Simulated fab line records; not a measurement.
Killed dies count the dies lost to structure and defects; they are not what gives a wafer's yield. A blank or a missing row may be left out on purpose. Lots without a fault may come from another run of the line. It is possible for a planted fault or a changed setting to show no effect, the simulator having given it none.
Chamber matching | flow n5_finfet | N5_BEOL_M11_STRIP_19 on rie_diel-01 has 4 sister chambers
The step strips in O2. 4 wafers are shown with their chamber, then 10 later ones without.

== WAFERS, EACH WITH ITS CHAMBER ==
wafer  | chamber | showerhead_plenum_p_Torr (Torr)
L087.4 | 0       | 2.10
L087.5 | 2       | 2.22
L091.1 | 3       | 2.10
L091.4 | 1       | 2.15

== WAFERS MISSING THEIR CHAMBER ==
wafer  | showerhead_plenum_p_Torr (Torr)
L091.6 | 2.15
L088.3 | 2.15
L088.5 | 2.10
L088.6 | 2.21
L092.2 | 2.21
L092.3 | 2.10
L092.6 | 2.15
L093.1 | 2.09
L093.3 | 2.21
L093.5 | 2.09

== THE CHAMBER EACH PASSED THROUGH ==
wafer  | from the rows above     | in truth
L091.6 | 1                       | 1
L088.3 | 1                       | 1
L088.5 | can't be placed: 0 or 3 | 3
L088.6 | 2                       | 2
L092.2 | 2                       | 2
L092.3 | can't be placed: 0 or 3 | 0
L092.6 | 1                       | 1
L093.1 | can't be placed: 0 or 3 | 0
L093.3 | 2                       | 2
L093.5 | can't be placed: 0 or 3 | 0
Correct placement for 6 of the 10. Unplaceable from these rows: 4, with the true chamber sitting among the candidates in 4. Number placed wrongly: 0.
How it was worked out, from the rows above alone: a wafer's distance from a chamber is the root of the sum, over the readings, of the square of ((its reading less the chamber's mean) divided by the reading's scatter). If the next closest chamber is less than 2 further off than the closest, the wafer can't be placed; otherwise it belongs to the closest. The mean given for a chamber averages the wafers shown for that chamber. The scatter: root of mean squared gap, hidden wafer to nearest shown wafer, with one shown wafer a chamber.
